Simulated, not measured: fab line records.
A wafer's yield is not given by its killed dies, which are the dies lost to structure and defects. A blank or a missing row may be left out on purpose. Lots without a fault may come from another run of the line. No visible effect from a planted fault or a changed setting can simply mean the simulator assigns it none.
Matching of chambers -- flow n5Finfet -- rieDiel-01 running N5_BEOL_M8_ETCH_72: 4 sister chambers
The step etches underlayer in N2/H2, target depth 6.5 nm, time 5.2 s. 8 wafers are shown with their chamber, then 8 later ones without.

== WAFERS PAIRED WITH THEIR CHAMBERS ==
wafer,chamber,drypumpMotorCurrentA (A),showerheadPlenumPTorr (Torr)
L077.1,1,5.2,2.61
L077.5,3,5.0,2.57
L084.5,0,5.5,2.47
L084.6,2,5.9,2.70
L086.1,3,5.0,2.56
L086.2,0,5.5,2.46
L086.4,1,5.2,2.60
L085.1,2,6.0,2.70

== WAFERS WITH NO CHAMBER GIVEN ==
wafer,drypumpMotorCurrentA (A),showerheadPlenumPTorr (Torr)
L085.4,5.2,2.60
L085.5,5.3,2.60
L094.1,4.9,2.55
L094.2,6.0,2.69
L094.3,5.5,2.46
L096.1,5.2,2.59
L096.5,5.2,2.59
L096.6,6.0,2.69

== CHAMBER TAKEN BY EACH ==
wafer,from the rows above,in truth
L085.4,1,1
L085.5,1,1
L094.1,3,3
L094.2,2,2
L094.3,0,0
L096.1,1,1
L096.5,1,1
L096.6,2,2
8 of 8 placed correctly. Not placeable from these rows: 0. 0 placed wrongly.
How it was worked out, from the rows above alone: a wafer's distance from a chamber is the root of the sum, over the readings, of the square of ((its reading less the chamber's mean) divided by the reading's scatter). The wafer belongs to the nearest chamber; if the next one is less than 2 further off, it can't be placed. A chamber's mean is the mean of its shown wafers. The scatter: take each reading less its chamber's mean, square it, sum over the shown wafers, divide by the number of wafers less the number of chambers, and take the root.
